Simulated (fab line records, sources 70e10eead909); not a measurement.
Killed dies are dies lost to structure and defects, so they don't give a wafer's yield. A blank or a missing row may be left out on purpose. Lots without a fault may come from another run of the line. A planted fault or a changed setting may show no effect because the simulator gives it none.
Which tool did it? | flow nand_harc | 14 lots, 42 wafers sampled, at 4 steps of a route of 1302

WHAT THE GAUGES READ, wafer by wafer
The record holds no reading of a measuring or inspecting step that can be judged against a usual standard deviation.

WHICH TOOL RAN EACH LOT (tool, then ch and the chambers of the sampled wafers, then the start)
lot  | NHARC_A_STAIRCASE_DESCUM_219       | NHARC_A_STAIRCASE_TRIM_224                    | NHARC_A_STAIRCASE_ETCH_230                    | NHARC_A_STAIRCASE_TRIM_233
L974 | rie_diel-11 ch 1,3, day 15 14:09   | rie_diel-11 ch 1,2,3, day 15 16:26 or earlier | rie_diel-11 ch 1,2, day 15 16:26 or earlier   | rie_diel-11 ch 1,2, day 15 16:26
L975 | rie_diel-09 ch 0,2, day 16 07:53   | rie_diel-09 ch 0,2,3, day 16 12:18 or earlier | rie_diel-09 ch 1,3, day 16 12:18 or earlier   | rie_diel-09 ch 1,2, day 16 12:18
L976 | rie_diel-11 ch 2,3, day 16 08:28   | rie_diel-11 ch 1,2, day 16 11:57 or earlier   | rie_diel-11 ch 1,2,3, day 16 11:57 or earlier | rie_diel-11 ch 1,2, day 16 11:57
L977 | rie_diel-05 ch 0,1,2, day 17 06:23 | rie_diel-05 ch 0,2,3, day 17 08:13 or earlier | rie_diel-05 ch 1,2,3, day 17 08:13 or earlier | rie_diel-05 ch 0,1,3, day 17 08:13
L982 | rie_diel-11 ch 0,1,2, day 19 19:37 | rie_diel-11 ch 2,3, day 19 21:15 or earlier   | rie_diel-05 ch 1,2, day 19 21:15 or earlier   | rie_diel-05 ch 0,2,3, day 19 21:15
L983 | rie_diel-05 ch 0,3, day 20 13:55   | rie_diel-05 ch 1,2, day 20 15:37 or earlier   | rie_diel-11 ch 0,2,3, day 20 15:37 or earlier | rie_diel-11 ch 1,2, day 20 15:37
L986 | rie_diel-11 ch 0,1,2, day 21 04:31 | rie_diel-11 ch 0,1,3, day 21 06:13 or earlier | rie_diel-11 ch 0,1,3, day 21 06:13 or earlier | rie_diel-11 ch 0,1,3, day 21 06:13
L988 | rie_diel-11 ch 0,1,3, day 22 01:22 | rie_diel-11 ch 0,1,2, day 22 03:09 or earlier | rie_diel-11 ch 0,1,2, day 22 03:09 or earlier | rie_diel-11 ch 1,2,3, day 22 03:09
L992 | rie_diel-05 ch 0,1,2, day 23 11:18 | rie_diel-05 ch 0,1,3, day 23 12:55 or earlier | rie_diel-11 ch 1,2,3, day 23 12:55 or earlier | rie_diel-11 ch 0,2,3, day 23 12:55
L994 | rie_diel-11 ch 0,1,2, day 24 00:35 | rie_diel-11 ch 0,1,2, day 24 02:14 or earlier | rie_diel-11 ch 0,1,2, day 24 02:14 or earlier | rie_diel-11 ch 0,1,2, day 24 02:14
L993 | rie_diel-09 ch 0,1,2, day 24 01:04 | rie_diel-09 ch 1,2,3, day 24 06:02 or earlier | rie_diel-11 ch 1,2,3, day 24 06:02 or earlier | rie_diel-11 ch 0,1,3, day 24 06:02
L996 | rie_diel-11 ch 2,3, day 24 18:13   | rie_diel-11 ch 0,1, day 24 19:56 or earlier   | rie_diel-09 ch 0,2,3, day 24 19:56 or earlier | rie_diel-09 ch 1,2,3, day 24 19:56
L995 | rie_diel-09 ch 1,2,3, day 24 18:52 | rie_diel-09 ch 1,2,3, day 24 21:21 or earlier | rie_diel-09 ch 0,2,3, day 24 21:21 or earlier | rie_diel-09 ch 0,2,3, day 24 21:21
L997 | rie_diel-11 ch 0,1,2, day 25 20:50 | rie_diel-11 ch 1,2,3, day 25 22:34 or earlier | rie_diel-05 ch 0,1,2, day 25 22:34 or earlier | rie_diel-05 ch 0,1,2, day 25 22:34
- NHARC_A_STAIRCASE_DESCUM_219: chemistry O2, time 3 s.
- NHARC_A_STAIRCASE_TRIM_224: chemistry O2, time 211.2 s.
- NHARC_A_STAIRCASE_ETCH_230: etches the open film in C4F8/O2, target depth 100 nm, time 40.5 s.
- NHARC_A_STAIRCASE_TRIM_233: chemistry O2, time 211.2 s.

WHAT THE TOOLS THEMSELVES READ (means of the sampled wafers that have a number; where no wafer has one, the mark that the record gives instead)
NHARC_A_STAIRCASE_DESCUM_219. Usual: drypump_motor_current_A 5.71 A, standard deviation 0.27; oes_product_au 0.998 a.u., standard deviation 0.01; rf_vpp_V 57.7 V, standard deviation 0.81; showerhead_plenum_p_Torr 1.89 Torr, standard deviation 0.1; throttle_valve_pct 11.311 %, standard deviation 0.01.
lot  | tool        | drypump_motor_current_A (A) | oes_product_au (a.u.) | rf_vpp_V (V) | showerhead_plenum_p_Torr (Torr) | throttle_valve_pct (%) | flag
L974 | rie_diel-11 | 5.55                        | 0.986                 | 56.8         | 1.84                            | 11.311                 |
L975 | rie_diel-09 | 5.71                        | 1.005                 | 57.4         | 1.90                            | 11.309                 |
L976 | rie_diel-11 | 5.93                        | 0.988                 | 57.9         | 1.81                            | 11.311                 |
L977 | rie_diel-05 | 5.80                        | 1.003                 | 57.8         | 1.86                            | 11.309                 |
L982 | rie_diel-11 | 5.82                        | 0.999                 | 58.1         | 1.89                            | 11.299                 |
L983 | rie_diel-05 | 5.89                        | 1.002                 | 58.5         | 1.89                            | 11.309                 |
L986 | rie_diel-11 | 5.81                        | 0.993                 | 58.2         | 1.89                            | 11.314                 |
L988 | rie_diel-11 | 5.69                        | 1.005                 | 56.9         | 1.82                            | 11.311                 |
L992 | rie_diel-05 | 5.79                        | 1.001                 | 58.0         | 1.85                            | 11.316                 |
L994 | rie_diel-11 | 5.82                        | 1.006                 | 57.0         | 1.88                            | 11.309                 |
L993 | rie_diel-09 | 5.52                        | 1.002                 | 57.6         | 1.99                            | 11.307                 |
L996 | rie_diel-11 | 5.81                        | 1.000                 | 58.0         | 1.93                            | 11.315                 |
L995 | rie_diel-09 | 5.53                        | 1.004                 | 58.2         | 1.99                            | 11.323                 |
L997 | rie_diel-11 | 5.82                        | 0.998                 | 56.8         | 1.88                            | 11.312                 |

NHARC_A_STAIRCASE_TRIM_224. Usual: chamber_pressure_mTorr 60.00 mTorr, standard deviation 0.067; drypump_motor_current_A 5.70 A, standard deviation 0.27; oes_product_au 0.997 a.u., standard deviation 0.01; rf_vpp_V 57.7 V, standard deviation 0.95; showerhead_plenum_p_Torr 3.49 Torr, standard deviation 0.18; throttle_valve_pct 17.036 %, standard deviation 0.0091.
lot  | tool        | chamber_pressure_mTorr (mTorr) | drypump_motor_current_A (A) | oes_product_au (a.u.) | rf_vpp_V (V) | showerhead_plenum_p_Torr (Torr) | throttle_valve_pct (%) | flag
L974 | rie_diel-11 | 60.00                          | 5.75                        | 0.993                 | 57.1         | 3.38                            | 17.040                 |
L975 | rie_diel-09 | 60.06                          | 5.50                        | 0.992                 | 58.3         | 3.40                            | 17.031                 |
L976 | rie_diel-11 | 59.99                          | 5.67                        | 0.985                 | 57.8         | 3.33                            | 17.040                 |
L977 | rie_diel-05 | 60.01                          | 5.89                        | 0.992                 | 57.4         | 3.51                            | 17.027                 |
L982 | rie_diel-11 | 59.99                          | 5.95                        | 1.001                 | 58.6         | 3.70                            | 17.031                 |
L983 | rie_diel-05 | 60.10                          | 5.96                        | 0.996                 | 56.9         | 3.50                            | 17.041                 |
L986 | rie_diel-11 | 59.98                          | 5.70                        | 1.001                 | 57.4         | 3.37                            | 17.037                 |
L988 | rie_diel-11 | 60.06                          | 5.82                        | 1.001                 | 57.5         | 3.48                            | 17.037                 |
L992 | rie_diel-05 | 60.00                          | 5.80                        | 0.998                 | 57.4         | 3.40                            | 17.043                 |
L994 | rie_diel-11 | 59.97                          | 5.83                        | 0.996                 | 57.6         | 3.47                            | 17.029                 |
L993 | rie_diel-09 | 60.08                          | 5.55                        | 1.005                 | 58.4         | 3.65                            | 17.038                 |
L996 | rie_diel-11 | 60.05                          | 5.63                        | 1.003                 | 57.8         | 3.31                            | 17.044                 |
L995 | rie_diel-09 | 59.99                          | 5.55                        | 0.993                 | 58.9         | 3.65                            | 17.039                 |
L997 | rie_diel-11 | 59.87                          | 5.74                        | 1.011                 | 57.8         | 3.51                            | 17.037                 |

NHARC_A_STAIRCASE_ETCH_230. Usual: oes_product_au 0.946 a.u., standard deviation 0.017; rf_vpp_V 895 V, standard deviation 6.3.
lot  | tool        | oes_product_au (a.u.) | rf_vpp_V (V) | flag
L974 | rie_diel-11 | 0.935                 | 889          |
L975 | rie_diel-09 | 0.926                 | 891          |
L976 | rie_diel-11 | 0.924                 | 890          |
L977 | rie_diel-05 | 0.953                 | 895          |
L982 | rie_diel-05 | 0.977                 | 895          |
L983 | rie_diel-11 | 0.928                 | 895          |
L986 | rie_diel-11 | 0.941                 | 891          |
L988 | rie_diel-11 | 0.950                 | 894          |
L992 | rie_diel-11 | 0.975                 | 895          |
L994 | rie_diel-11 | 0.945                 | 894          |
L993 | rie_diel-11 | 0.974                 | 895          |
L996 | rie_diel-09 | 0.956                 | 903          |
L995 | rie_diel-09 | 0.947                 | 903          |
L997 | rie_diel-05 | 0.960                 | 891          |

NHARC_A_STAIRCASE_TRIM_233. Usual: chamber_pressure_mTorr 60.00 mTorr, standard deviation 0.052; drypump_motor_current_A 5.72 A, standard deviation 0.27; oes_product_au 0.999 a.u., standard deviation 0.0089; rf_vpp_V 57.8 V, standard deviation 0.98; showerhead_plenum_p_Torr 3.50 Torr, standard deviation 0.18; throttle_valve_pct 17.036 %, standard deviation 0.0093.
lot  | tool        | chamber_pressure_mTorr (mTorr) | drypump_motor_current_A (A) | oes_product_au (a.u.) | rf_vpp_V (V) | showerhead_plenum_p_Torr (Torr) | throttle_valve_pct (%) | flag
L974 | rie_diel-11 | 59.97                          | 5.86                        | 0.990                 | 57.4         | 3.31                            | 17.030                 |
L975 | rie_diel-09 | 59.95                          | 5.59                        | 0.991                 | 57.6         | 3.62                            | 17.031                 |
L976 | rie_diel-11 | 60.07                          | 5.67                        | 0.994                 | 57.4         | 3.33                            | 17.032                 |
L977 | rie_diel-05 | 59.94                          | 5.81                        | 0.995                 | 58.1         | 3.42                            | 17.034                 |
L982 | rie_diel-05 | 60.02                          | 5.90                        | 1.000                 | 57.2         | 3.50                            | 17.038                 |
L983 | rie_diel-11 | 60.01                          | 5.87                        | 1.006                 | 58.8         | 3.64                            | 17.039                 |
L986 | rie_diel-11 | -                              | -                           | -                     | -            | -                               | -                      | OFF
L988 | rie_diel-11 | -                              | -                           | -                     | -            | -                               | -                      | OFF
L992 | rie_diel-11 | 59.96                          | 5.91                        | 1.002                 | 58.5         | 3.52                            | 17.039                 |
L994 | rie_diel-11 | 59.95                          | 5.82                        | 1.006                 | 57.0         | 3.47                            | 17.038                 |
L993 | rie_diel-11 | 59.96                          | 5.71                        | 0.989                 | 56.8         | 3.35                            | 17.036                 |
L996 | rie_diel-09 | 60.01                          | 5.54                        | 0.998                 | 58.6         | 3.65                            | 17.040                 |
L995 | rie_diel-09 | 60.01                          | 5.47                        | 1.007                 | 58.6         | 3.71                            | 17.030                 |
L997 | rie_diel-05 | 60.01                          | 5.82                        | 0.989                 | 57.0         | 3.40                            | 17.034                 |

THE ANSWER, worked out from the rows above alone
Rule: a lot is off if the mean of its wafers that have a number lies more than 3 standard deviations from the usual mean. A lot without any number at a reading at which 4 lots or more have one is off too. The other lots that the step has rows for count as sound. The gauges are gone through in route order, then the tools' own readings, and for those a lot's mean is taken as printed above. The first step at which some lot is off is used, and at that step the reading that is off furthest; a lot without a number counts as furthest.
Off: L986, L988, at NHARC_A_STAIRCASE_TRIM_233 (chamber_pressure_mTorr). Without a number there: L986, L988.
A tool fits if, at that step or a process step before it, it ran every lot that is off, and no sound lot after the first of them. NHARC_A_STAIRCASE_TRIM_224 gives no start for some lots, so the hours and the order of its lots are those of NHARC_A_STAIRCASE_TRIM_233. NHARC_A_STAIRCASE_ETCH_230 gives no start for some lots, so the hours and the order of its lots are those of NHARC_A_STAIRCASE_TRIM_233. None of those tried fits.

WHAT THE SIMULATOR HAD PUT IN
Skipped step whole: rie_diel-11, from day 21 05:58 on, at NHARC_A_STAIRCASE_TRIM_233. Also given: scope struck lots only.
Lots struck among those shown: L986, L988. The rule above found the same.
